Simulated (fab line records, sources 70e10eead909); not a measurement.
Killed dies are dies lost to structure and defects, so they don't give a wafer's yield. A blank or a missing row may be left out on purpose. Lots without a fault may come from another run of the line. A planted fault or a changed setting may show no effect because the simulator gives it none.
Which tool did it? | flow nand_harc | 12 lots, 36 wafers sampled, at 4 steps of a route of 1302

WHAT THE GAUGES READ, wafer by wafer
NHARC_P_M2_CD_MEAS_09: target cd 170 nm.
lot  | measured     | on        | cd_nm (nm)
L075 | day 6 17:23  | cd_sem-01 | 170.1 170.1 169.9
L077 | day 7 18:44  | cd_sem-03 | 169.5 170.0 170.7
L079 | day 8 12:37  | cd_sem-01 | 169.9 170.0 170.8
L081 | day 9 02:55  | cd_sem-03 | 169.7 169.5 169.1
L083 | day 9 23:59  | cd_sem-02 | 170.2 169.0 169.4
L085 | day 11 01:11 | cd_sem-02 | 170.3 169.7 170.0
L087 | day 12 13:10 | cd_sem-03 | 170.1 169.1 169.1
L088 | day 12 14:35 | cd_sem-03 | 170.4 170.4 170.4
L091 | day 13 11:48 | cd_sem-03 | 169.6 169.7 169.7
L093 | day 14 16:10 | cd_sem-01 | 170.7 169.8 169.0
L095 | day 15 11:37 | cd_sem-01 | 169.9 170.7 170.7
L097 | day 16 02:54 | cd_sem-01 | 169.4 169.1 169.7

WHICH TOOL RAN EACH LOT (tool, then ch and the chambers of the sampled wafers, then the start)
lot  | NHARC_P_M1_ETCH_35                 | NHARC_P_M1_ANNEAL_31             | NHARC_P_M1_PRE_CLEAN_32
L075 | rie_diel-10 ch 0,2, day 6 13:37    | rtp_anneal-02 ch 0, day 6 15:17  | pecvd-03 ch 1,2, day 6 16:11
L077 | rie_diel-10 ch 0,2,3, day 7 14:56  | rtp_anneal-01 ch 0, day 7 16:39  | pecvd-01 ch 0,1,2, day 7 17:32
L079 | rie_diel-10 ch 0,1,2, day 8 08:43  | rtp_anneal-01 ch 0, day 8 10:28  | pecvd-01 ch 0,1,2, day 8 11:17
L081 | rie_diel-10 ch 1,3, day 8 22:56    | rtp_anneal-01 ch 0, day 9 00:40  | pecvd-01 ch 0,1, day 9 01:43
L083 | rie_diel-10 ch 1,3, day 9 20:03    | rtp_anneal-01 ch 0, day 9 21:46  | pecvd-04 ch 0,1,2, day 9 22:40
L085 | rie_diel-01 ch 0,1,3, day 10 20:50 | rtp_anneal-02 ch 0, day 10 22:57 | pecvd-04 ch 1,2, day 10 23:52
L087 | rie_diel-01 ch 1,2,3, day 12 09:19 | rtp_anneal-01 ch 0, day 12 11:01 | pecvd-01 ch 0,1, day 12 11:53
L088 | rie_diel-10 ch 0,1,2, day 12 10:36 | rtp_anneal-01 ch 0, day 12 12:25 | pecvd-01 ch 0,1,2, day 12 13:15
L091 | rie_diel-10 ch 0,1,2, day 13 07:56 | rtp_anneal-02 ch 0, day 13 09:37 | pecvd-01 ch 0,1, day 13 10:30
L093 | rie_diel-01 ch 1,2, day 14 12:25   | rtp_anneal-01 ch 0, day 14 14:08 | pecvd-04 ch 0,1,2, day 14 14:59
L095 | rie_diel-01 ch 0,3, day 15 07:37   | rtp_anneal-01 ch 0, day 15 09:23 | pecvd-03 ch 0,1,2, day 15 10:17
L097 | rie_diel-01 ch 0,1,2, day 15 23:01 | rtp_anneal-02 ch 0, day 16 00:47 | pecvd-04 ch 0,2, day 16 01:34
- NHARC_P_M1_ETCH_35: etches the open film in N2/H2, target depth 40 nm, overetch 12 nm, time 43.94 s.
- NHARC_P_M1_ANNEAL_31: time 90 s.
- NHARC_P_M1_PRE_CLEAN_32: time 12 s.

THE ANSWER, worked out from the rows above alone
Rule: what is usual is taken from the lots themselves. Put in order of their means at a reading, lots are off if they are a third of the lots or fewer, leave a main group of 4 or more, and stand apart from it by a gap of 3 or more times the standard deviation of the main group's means; of several such gaps the widest counts. A main group whose means are all the same, to the digits that the tables above print for the reading, isn't used. A lot without any number at a reading at which 4 lots or more have one is off too. The other lots that the step has rows for count as sound.
No lot is off at any reading shown: from this, nothing can be told.

WHAT THE SIMULATOR HAD PUT IN
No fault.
